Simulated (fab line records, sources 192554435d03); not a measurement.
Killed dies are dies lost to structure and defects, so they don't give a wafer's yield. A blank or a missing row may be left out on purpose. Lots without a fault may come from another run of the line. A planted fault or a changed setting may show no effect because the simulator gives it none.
Chamber matching | flow n5_finfet | N5_BEOL_M10_STRIP_19 on rie_diel-03: 4 sister chambers
The step strips in O2. 8 wafers are shown with their chamber, then 9 later ones without.

WAFERS WITH THEIR CHAMBER
wafer  | chamber | drypump_motor_current_A (A) | showerhead_plenum_p_Torr (Torr)
L084.1 | 0       | 5.7                         | 2.16
L084.2 | 1       | 5.2                         | 2.11
L089.2 | 2       | 5.3                         | 2.10
L089.3 | 3       | 6.4                         | 2.25
L089.4 | 1       | 5.2                         | 2.10
L092.3 | 0       | 5.6                         | 2.16
L092.4 | 2       | 5.3                         | 2.10
L092.6 | 3       | 6.3                         | 2.25

WAFERS WITHOUT THEIR CHAMBER
wafer  | drypump_motor_current_A (A) | showerhead_plenum_p_Torr (Torr)
L094.1 | 6.3                         | 2.24
L094.2 | 5.2                         | 2.10
L094.5 | 6.3                         | 2.24
L095.2 | 5.2                         | 2.10
L095.3 | 6.3                         | 2.24
L095.4 | 5.7                         | 2.16
L096.2 | 5.3                         | 2.10
L096.3 | 6.3                         | 2.24
L096.4 | 5.7                         | 2.15

WHICH CHAMBER EACH WENT THROUGH
wafer  | from the rows above     | in truth
L094.1 | 3                       | 3
L094.2 | can't be placed: 1 or 2 | 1
L094.5 | 3                       | 3
L095.2 | can't be placed: 1 or 2 | 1
L095.3 | 3                       | 3
L095.4 | 0                       | 0
L096.2 | 2                       | 2
L096.3 | 3                       | 3
L096.4 | 0                       | 0
Placed correctly: 7 of 9. Can't be placed from these rows: 2 (the true chamber is among the candidates in 2). Placed wrongly: 0.
How it was worked out, from the rows above alone: a wafer's distance from a chamber is the root of the sum, over the readings, of the square of ((its reading less the chamber's mean) divided by the reading's scatter). The wafer belongs to the nearest chamber; if the next one is less than 2 further off, it can't be placed. A chamber's mean is the mean of its shown wafers. The scatter: the root of (the sum of the squares of (reading less its chamber's mean) over the shown wafers, divided by (wafers less chambers)).
